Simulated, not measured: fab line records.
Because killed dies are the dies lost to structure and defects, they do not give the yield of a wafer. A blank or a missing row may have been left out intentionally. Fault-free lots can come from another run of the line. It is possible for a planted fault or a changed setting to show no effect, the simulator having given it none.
Which of the tools did it? + flow n5 finfet + 11 lots with 33 wafers sampled at 4 steps, on a route of 1938 steps

== WHAT THE GAUGES SHOWED, per wafer ==
N5_BEOL_M7_OVL_MEAS_29.
| lot  | measured     | on         | V6_OVL (nm)    |
|------|--------------|------------|----------------|
| L913 | day 9 09:35  | overlay-01 | 0.5 0.8 -0.2   |
| L912 | day 9 12:29  | overlay-01 | -0.8 -0.3 0.0  |
| L915 | day 10 14:21 | overlay-02 | 0.1 1.3 0.1    |
| L917 | day 10 20:58 | overlay-01 | -0.6 -0.6 -0.8 |
| L919 | day 11 14:08 | overlay-02 | -0.5 -1.3 -0.5 |
| L920 | day 11 20:37 | overlay-02 | -1.4 -1.2 -1.5 |
| L928 | day 13 09:25 | overlay-01 | -1.4 -0.6 -1.1 |
| L925 | day 13 17:02 | overlay-02 | 0.7 0.7 1.1    |
| L929 | day 14 02:16 | overlay-02 | -0.4 -0.5 0.0  |
| L931 | day 14 11:55 | overlay-01 | 0.2 -0.5 0.2   |
| L930 | day 14 12:54 | overlay-01 | -0.2 0.1 -1.4  |

== WHICH TOOL RAN EACH LOT (tool, then ch and the chambers of the sampled wafers, then the start) ==
| lot  | N5_BEOL_M7_PECVD_70             | N5_BEOL_M7_ETCH_62                 | N5_BEOL_M7_COAT_63                |
|------|---------------------------------|------------------------------------|-----------------------------------|
| L913 | pecvd-04 ch 0,1, day 9 08:09    | rie diel-01 ch 0,3, day 9 08:50    | litho track-04 ch 0, day 9 09:14  |
| L912 | pecvd-01 ch 0,1,2, day 9 09:21  | rie diel-01 ch 1,2,3, day 9 10:37  | litho track-01 ch 0, day 9 12:10  |
| L915 | pecvd-01 ch 0,1, day 10 09:08   | rie diel-05 ch 0,1,2, day 10 11:57 | litho track-02 ch 0, day 10 13:53 |
| L917 | pecvd-01 ch 0,1, day 10 18:16   | rie diel-01 ch 0,1,2, day 10 20:05 | litho track-02 ch 0, day 10 20:40 |
| L919 | pecvd-01 ch 0,1,2, day 11 10:31 | rie diel-05 ch 0,3, day 11 11:43   | litho track-02 ch 0, day 11 13:50 |
| L920 | pecvd-02 ch 0,1,2, day 11 18:05 | rie diel-01 ch 0,2,3, day 11 19:51 | litho track-02 ch 0, day 11 20:19 |
| L928 | pecvd-02 ch 1,2, day 13 05:59   | rie diel-05 ch 0,1,2, day 13 07:10 | litho track-02 ch 0, day 13 09:04 |
| L925 | pecvd-01 ch 0,1, day 13 13:11   | rie diel-05 ch 0,1,2, day 13 14:41 | litho track-02 ch 0, day 13 16:37 |
| L929 | pecvd-04 ch 0,1,2, day 13 21:43 | rie diel-06 ch 1,2, day 13 23:17   | litho track-04 ch 0, day 14 01:52 |
| L931 | pecvd-02 ch 0,2, day 14 07:23   | rie diel-01 ch 0,2,3, day 14 09:01 | litho track-01 ch 0, day 14 11:29 |
| L930 | pecvd-04 ch 0,1, day 14 09:26   | rie diel-01 ch 2,3, day 14 12:11   | litho track-04 ch 0, day 14 12:36 |
- N5_BEOL_M7_PECVD_70: deposits SiO2 from TEOS/O2, target thk 20 nm, time 22.7 s.
- N5_BEOL_M7_ETCH_62: etches SOC in N2/H2, target depth 110 nm, overetch 22 nm, time 165 s.
- N5_BEOL_M7_COAT_63: time 60 s, resist thk 60 nm.

== WHAT THE TOOLS THEMSELVES READ (means of the sampled wafers that have a number; where no wafer has one, the mark that the record gives instead) ==
N5_BEOL_M7_PECVD_70.
| lot  | tool     | chamber pressure Torr (Torr) | heater power w (W) | rf fwd power W (W) | showerhead plenum p Torr (Torr) | throttle valve pct (%) |
|------|----------|------------------------------|--------------------|--------------------|---------------------------------|------------------------|
| L913 | pecvd-04 | 5.503                        | 747                | 444.1              | 8.75                            | 21.8                   |
| L912 | pecvd-01 | 5.498                        | 681                | 443.9              | 8.70                            | 22.1                   |
| L915 | pecvd-01 | 5.506                        | 725                | 446.6              | 8.66                            | 22.5                   |
| L917 | pecvd-01 | 5.500                        | 726                | 445.4              | 8.67                            | 22.5                   |
| L919 | pecvd-01 | 5.487                        | 728                | 445.6              | 8.68                            | 22.0                   |
| L920 | pecvd-02 | 5.503                        | 738                | 444.0              | 8.81                            | 21.9                   |
| L928 | pecvd-02 | 5.517                        | 785                | 444.8              | 8.81                            | 22.0                   |
| L925 | pecvd-01 | 5.506                        | 719                | 446.5              | 8.69                            | 22.4                   |
| L929 | pecvd-04 | 5.493                        | 703                | 445.1              | 8.76                            | 22.2                   |
| L931 | pecvd-02 | 5.490                        | 696                | 443.5              | 8.79                            | 21.2                   |
| L930 | pecvd-04 | 5.496                        | 758                | 445.8              | 8.74                            | 21.9                   |

N5_BEOL_M7_ETCH_62.
| lot  | tool        | bias w (W) | drypump motor current A (A) | oes product au (a.u.) | rf fwd power W (W) | rf vpp V (V) | showerhead plenum p Torr (Torr) | throttle valve pct (%) |
|------|-------------|------------|-----------------------------|-----------------------|--------------------|--------------|---------------------------------|------------------------|
| L913 | rie diel-01 | 149.9      | 6.0                         | 0.60                  | 837.7              | 522.5        | 2.48                            | 18.1                   |
| L912 | rie diel-01 | 150.1      | 5.6                         | 0.66                  | 840.3              | 523.8        | 2.53                            | 17.9                   |
| L915 | rie diel-05 | 150.6      | 6.3                         | 0.67                  | 837.8              | 523.8        | 2.55                            | 17.7                   |
| L917 | rie diel-01 | 150.2      | 5.8                         | 0.64                  | 837.8              | 521.6        | 2.46                            | 17.9                   |
| L919 | rie diel-05 | 149.7      | 6.3                         | 0.71                  | 838.6              | 527.5        | 2.69                            | 18.0                   |
| L920 | rie diel-01 | 149.9      | 5.7                         | 0.64                  | 834.4              | 522.7        | 2.49                            | 17.9                   |
| L928 | rie diel-05 | 149.8      | 6.2                         | 0.71                  | 840.2              | 526.7        | 2.64                            | 17.6                   |
| L925 | rie diel-05 | 150.3      | 6.2                         | 0.71                  | 837.0              | 528.1        | 2.64                            | 17.6                   |
| L929 | rie diel-06 | 150.4      | 5.5                         | 0.68                  | 836.5              | 520.0        | 2.39                            | 17.8                   |
| L931 | rie diel-01 | 149.9      | 5.7                         | 0.63                  | 834.1              | 522.6        | 2.49                            | 18.0                   |
| L930 | rie diel-01 | 150.1      | 5.5                         | 0.63                  | 836.8              | 524.3        | 2.56                            | 18.0                   |

N5_BEOL_M7_COAT_63.
| lot  | tool           | dispense pressure kPa (kPa) | spin speed rpm (rpm) |
|------|----------------|-----------------------------|----------------------|
| L913 | litho track-04 | 41                          | 1499.8               |
| L912 | litho track-01 | 51                          | 1500.0               |
| L915 | litho track-02 | 42                          | 1499.6               |
| L917 | litho track-02 | 42                          | 1501.3               |
| L919 | litho track-02 | 42                          | 1499.2               |
| L920 | litho track-02 | 42                          | 1499.2               |
| L928 | litho track-02 | 42                          | 1602.9               |
| L925 | litho track-02 | 42                          | 1604.3               |
| L929 | litho track-04 | 41                          | 1500.4               |
| L931 | litho track-01 | 51                          | 1499.4               |
| L930 | litho track-04 | 41                          | 1500.6               |

== THE ANSWER, worked out from the rows above alone ==
Rule: usual is defined by the lots themselves. The widest of any qualifying gaps counts: lots, ordered by their means at a reading, are off when they make up no more than a third of the lots, leave a main group of 4 or more, and stand apart from it by 3 or more times the standard deviation of that group's means. The tables above print the reading to a certain number of digits; a main group whose means all agree to those digits is not used. Also off: a lot with no number at a reading for which 4 or more lots have one. Any other lot the step has rows for is counted as sound. After the gauges, taken in route order, come the tools' own readings; for these a lot's mean is taken, as printed above. At the first step where some lot is off, the reading lying furthest off is the one used; lots without a number count as furthest.
Off: L928, L925 (N5_BEOL_M7_COAT_63, spin speed rpm). Mean 1499.9 rpm and standard deviation 0.67 in the main group.
A tool fits if, at that step or a process step before it, it ran every lot that is off, and no sound lot after the first of them. Undecided on this evidence; 2 tools fit (rie diel-05 at N5_BEOL_M7_ETCH_62, litho track-02 at N5_BEOL_M7_COAT_63).

== WHAT HAD BEEN PUT IN BY THE SIMULATOR ==
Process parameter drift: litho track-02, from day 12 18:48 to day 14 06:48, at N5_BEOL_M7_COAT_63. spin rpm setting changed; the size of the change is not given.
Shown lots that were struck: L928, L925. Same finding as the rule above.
